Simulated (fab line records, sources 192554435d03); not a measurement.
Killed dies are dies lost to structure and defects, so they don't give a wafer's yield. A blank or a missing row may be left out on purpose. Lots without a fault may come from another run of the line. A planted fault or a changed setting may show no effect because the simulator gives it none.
fab line records | flow n5_finfet | part 2 of 2: steps 25 to 29 of 29
record lots=5 wafers=15 last_day=16
route steps=1938 shown BEOL_M3@1013 BEOL_M4@1021
lots that met no fault: from a run of the same line without faults
start_h: hours from the record's first day to the start of the lot's first wafer shown | wait_h: hours since the lot's step before | " the same as in the row above | L1.1+2: a row that stands for several wafers | - no value, or no start given | * or withheld: withheld | < > ~ a bound
route shown NAME@n: a module of which the file shows steps, and the number in the route of the first | usual: mean/standard deviation of fault-free wafers | same: alike in all rows | chamber/n: place in a boat | sites: the reading at each site | _std_site: their standard deviation | _edge_site: outer sites' mean less inner sites' | radius_mm: how far each site lies from the wafer's centre | mask NAME#n: copy n | behind: the tool/chamber that last shaped the wafer | hold: why the lot was held/for how many hours/how that ended | device: the transistor (n, p or np) that didn't switch | end of line: the same wafers' tests at the end of the route | a step without rows: its recipe alone | killed: dies lost to structure and defects at the first sort, not the wafer's yield | map: a wafer's dies, x killed, . not, _ none there
set.NAME: the setting as run; set.NAME@STEP: as run at that earlier step | model.NAME: the simulator's own value behind a step, which no gauge read
lots at some steps of the route; a table a step, a row a wafer
services: from which hour (start_h, from the record's first day; less than 0 if before it) a tool's chamber was out of use, for how many hours, and why
## steps
# step N5_BEOL_M4_DESCUM_16
# recipe chemistry=O2 time_s=7 source_power_w=50 bias_power_w=20 pressure_mtorr=20 rf_frequency_hz=2.712e+07 temp_c=40 resist=CAR-EUV o2_flow_sccm=225
# usual chamber_pressure_mTorr=20.002/0.017 drypump_motor_current_A=5.63/0.29 oes_product_au=0.83/0.081 rf_vpp_V=243.2/1.6 showerhead_plenum_p_Torr=2.10/0.082 throttle_valve_pct=20.35/0.3
# columns lot.wafer tool chamber start_h wait_h chamber_pressure_mTorr drypump_motor_current_A oes_product_au rf_hours_counter_h rf_vpp_V showerhead_plenum_p_Torr throttle_valve_pct
L077.2 rie_diel-06 1 194.09 0.0 19.980 5.96 0.89 55 245.9 2.22 20.17
L077.3 " 3 " " 19.984 5.31 0.83 71 243.0 2.02 20.59
L077.6 " 3 " " 20.007 5.29 0.83 - 242.5 2.02 20.60
L080.1 rie_diel-06 1 208.67 0.1 19.971 5.96 0.89 60 244.6 2.22 20.18
L080.4 " 3 " " 19.978 5.24 0.83 75 243.0 2.02 20.60
L080.5 " 3 " " 19.995 5.26 0.83 - 240.3 2.02 20.59
L083.1 rie_diel-02 3 228.47 0.0 20.000 6.10 0.69 203 242.5 2.10 20.43
L083.3 " 1 " " 20.018 5.61 0.90 33 246.1 2.20 19.95
L083.5 " 1 " " 20.006 5.57 0.90 - 246.6 2.20 19.94
L085.1 rie_diel-06 3 236.46 0.0 20.014 5.27 0.83 85 242.4 2.01 20.61
L085.2 " 1 " " 20.020 5.96 0.88 69 243.7 2.22 20.17
L085.5 " 1 " " 20.013 5.96 0.88 - 245.4 2.22 20.17
L093.2 rie_diel-06 2 277.28 0.4 20.005 5.12 0.85 67 244.1 2.13 20.52
L093.5 " 0 " " 20.016 5.70 0.72 - 241.2 1.99 20.89
L093.6 " 1 " " 19.988 5.98 0.85 - 244.6 2.21 20.20
# step N5_BEOL_M4_ETCH_74
# recipe chemistry=N2/H2 target=underlayer target_depth_a=65 mask_material=CAR-EUV time_s=5.2 ion_energy_ev=200 pressure_mtorr=30 source_w=840 bias_w=150 n2_flow_sccm=200 h2_flow_sccm=200 ends=cleared
# usual chamber_pressure_mTorr=30.00/0.041 drypump_motor_current_A=5.63/0.29 etch_rf_on_time_s=5.19/0.19 h2_flow_sccm=200.0/0.62 oes_product_au=0.71/0.071 rf_vpp_V=524/3 showerhead_plenum_p_Torr=2.55/0.11 throttle_valve_pct=17.80/0.28
# columns lot.wafer tool chamber start_h wait_h chamber_pressure_mTorr drypump_motor_current_A etch_rf_on_time_s h2_flow_sccm oes_product_au rf_hours_counter_h rf_vpp_V showerhead_plenum_p_Torr throttle_valve_pct
L077.2 rie_diel-06 1 194.13 0.0 30.03 5.97 4.95 200.0 0.76 55 527 2.69 17.49
L077.3 " 3 " " 29.98 5.26 5.37 200.3 0.70 71 522 2.46 18.11
L077.6 " 3 " " 30.03 5.27 5.37 200.1 0.71 - 521 2.46 18.11
L080.1 rie_diel-06 1 208.70 0.0 29.97 5.98 4.99 200.0 0.75 60 528 2.69 17.51
L080.4 " 3 " " 30.01 5.24 5.38 200.2 0.70 75 521 2.46 18.10
L080.5 " 3 " " 30.01 5.29 5.31 199.8 0.71 - 522 2.46 18.12
L083.1 rie_diel-02 3 228.50 0.0 30.01 6.13 5.30 200.4 0.59 203 524 2.50 17.58
L083.3 " 1 " " 29.92 5.59 5.33 199.7 0.75 33 530 2.72 17.54
L083.5 " 1 " " 30.03 5.58 5.38 200.3 0.74 - 525 2.72 17.53
L085.1 rie_diel-06 3 236.49 0.0 30.01 5.27 5.35 199.8 0.70 85 522 2.46 18.12
L085.2 " 1 " " 29.96 5.97 4.97 199.6 0.75 69 527 2.68 17.49
L085.5 " 1 " " 29.93 5.94 4.98 199.7 0.73 - 528 2.68 17.52
L093.2 rie_diel-06 2 277.31 0.0 30.04 5.16 5.13 200.1 0.73 67 526 2.55 17.71
L093.5 " 0 " " 30.03 5.71 5.27 199.9 0.62 - 520 2.41 18.23
L093.6 " 1 " " 29.94 5.98 5.00 199.8 0.72 - 530 2.68 17.54
# step N5_BEOL_M4_ETCH_63
# recipe chemistry=CF4 target=SiARC target_depth_a=156 mask_material=CAR-EUV time_s=26 ion_energy_ev=80 pressure_mtorr=40 source_w=545 bias_w=36 Ar_flow_sccm=100 cf4_flow_sccm=100 ends=cleared
# usual chamber_pressure_mTorr=40.00/0.035 drypump_motor_current_A=5.63/0.29 etch_rf_on_time_s=25.9/0.92 oes_product_au=0.71/0.071 rf_vpp_V=184.1/1.2 showerhead_plenum_p_Torr=2.15/0.087 throttle_valve_pct=15.52/0.28
# columns lot.wafer tool chamber start_h wait_h chamber_pressure_mTorr drypump_motor_current_A etch_rf_on_time_s oes_product_au rf_hours_counter_h rf_vpp_V showerhead_plenum_p_Torr throttle_valve_pct
L077.2 rie_diel-06 1 194.14 0.0 39.97 5.97 24.8 0.77 55 184.9 2.28 15.38
L077.3 " 3 " " 39.96 5.27 27.0 0.70 71 183.2 2.11 15.96
L077.6 " 3 " " 40.06 5.28 27.1 0.71 - 183.0 2.11 15.95
L080.1 rie_diel-06 1 208.72 0.0 40.04 5.96 25.1 0.76 60 185.6 2.28 15.38
L080.4 " 3 " " 40.01 5.25 26.9 0.71 75 183.3 2.11 15.97
L080.5 " 3 " " 40.00 5.26 27.1 0.70 - 183.8 2.11 15.96
L083.1 rie_diel-02 3 228.52 0.0 40.01 6.13 26.0 0.61 203 184.1 2.11 15.56
L083.3 " 1 " " 39.94 5.56 26.4 0.76 33 184.1 2.29 15.37
L083.5 " 1 " " 39.99 5.58 26.3 0.75 - 186.2 2.29 15.40
L085.1 rie_diel-06 3 236.51 0.0 40.00 5.29 27.1 0.69 85 182.8 2.11 15.96
L085.2 " 1 " " 40.05 5.95 24.7 0.75 69 184.4 2.28 15.40
L085.5 " 1 " " 40.04 5.96 24.7 0.75 - 183.4 2.28 15.39
L093.2 rie_diel-06 2 277.33 0.0 39.94 5.14 25.5 0.73 67 183.8 2.17 15.59
L093.5 " 0 " " 39.98 5.70 25.9 0.61 - 183.0 2.03 15.92
L093.6 " 1 " " 40.00 5.97 24.8 0.74 - 185.6 2.27 15.42
# step N5_BEOL_M4_ETCH_64
# recipe chemistry=N2/H2 target=SOC target_depth_a=750 overetch_a=225 mask_material=SiARC temp_c=40 time_s=121.9 ion_energy_ev=200 pressure_mtorr=30 source_w=840 bias_w=150 n2_flow_sccm=200 h2_flow_sccm=200
# usual chamber_pressure_mTorr=30.009/0.028 drypump_motor_current_A=5.64/0.28 h2_flow_sccm=200.0/0.64 oes_product_au=0.63/0.057 rf_vpp_V=524.0/3 showerhead_plenum_p_Torr=2.55/0.11 throttle_valve_pct=17.75/0.28
# columns lot.wafer tool chamber start_h wait_h chamber_pressure_mTorr drypump_motor_current_A h2_flow_sccm oes_product_au rf_hours_counter_h rf_vpp_V showerhead_plenum_p_Torr throttle_valve_pct
L077.2 rie_diel-06 1 194.17 0.0 30.000 5.98 200.2 0.66 55 530.0 2.69 17.45
L077.3 " 3 " " 30.055 5.29 200.4 0.64 71 524.0 2.46 18.07
L077.6 " 3 " " 29.991 5.30 199.8 0.64 - 522.5 2.46 18.07
L080.1 rie_diel-06 1 208.75 0.0 30.053 5.98 199.8 0.66 60 527.0 2.69 17.45
L080.4 " 3 " " 30.027 5.29 200.2 0.64 75 520.1 2.46 18.07
L080.5 " 3 " " 30.031 5.28 199.7 0.63 - 520.5 2.46 18.09
L083.1 rie_diel-02 3 228.54 0.0 29.974 6.10 200.1 0.54 203 524.0 2.50 17.51
L083.3 " 1 " " 30.034 5.56 200.1 0.68 33 528.4 2.72 17.50
L083.5 " 1 " " 30.061 5.55 200.9 0.67 - 529.6 2.72 17.52
L085.1 rie_diel-06 3 236.54 0.0 29.986 5.28 199.1 0.63 85 521.3 2.46 18.10
L085.2 " 1 " " 30.009 5.99 199.3 0.65 69 526.9 2.68 17.46
L085.5 " 1 " " 29.967 5.97 200.0 0.64 - 527.7 2.68 17.45
L093.2 rie_diel-06 2 277.36 0.0 29.994 5.14 200.0 0.65 67 524.9 2.55 17.69
L093.5 " 0 " " 30.042 5.71 200.6 0.54 - 520.4 2.41 18.17
L093.6 " 1 " " 30.036 5.96 200.5 0.64 - 528.2 2.68 17.50
# step N5_BEOL_M4_STRIP_65
# recipe chemistry=N2/H2 temp_c=40 n2_flow_sccm=200 h2_flow_sccm=200 rf_frequency_hz=6e+07
# columns lot.wafer tool chamber start_h wait_h
L077.2+3+6 rie_diel-06 1,3,3 194.28 0.1
L080.1+4+5 rie_diel-06 1,3,3 208.86 0.1
L083.1+3+5 rie_diel-02 3,1,1 228.66 0.1
L085.1+2+5 rie_diel-06 3,1,1 236.65 0.1
L093.2+5+6 rie_diel-06 2,0,1 277.47 0.1
## services
# columns tool chamber start_h hours kind
cvd_co-01 - 171.50 0.3 repair
euv_scanner-02 - 180.59 4.6 pm
pecvd-03 - 181.97 1.2 repair
euv_scanner-01 - 192.55 0.8 repair
cvd_co-01 - 193.43 6.9 pm
euv_scanner-01 - 194.80 3.7 repair
pecvd-03 0 195.99 6.7 repair
euv_scanner-02 - 198.46 1.0 pm
pecvd-02 0 203.08 10.7 repair
pecvd-01 - 203.62 2.8 pm
cmp-03 - 208.08 4.0 pm
litho_track-05 - 210.49 - consumable_replace:filter
euv_scanner-01 - 211.38 1.0 pm
cmp-03 - 212.40 3.8 repair
cmp-03 - 216.72 4.0 pm
pecvd-02 - 221.51 0.5 repair
rie_diel-02 2 227.14 8.3 repair
cmp-03 - 232.99 1.4 repair
pecvd-04 - 242.81 2.6 repair
pecvd-01 - 251.47 0.4 repair
euv_scanner-02 - 253.26 1.0 pm
euv_scanner-02 - 262.24 0.9 repair
euv_scanner-01 - 267.53 1.0 pm
cmp-02 - 275.26 7.0 pm
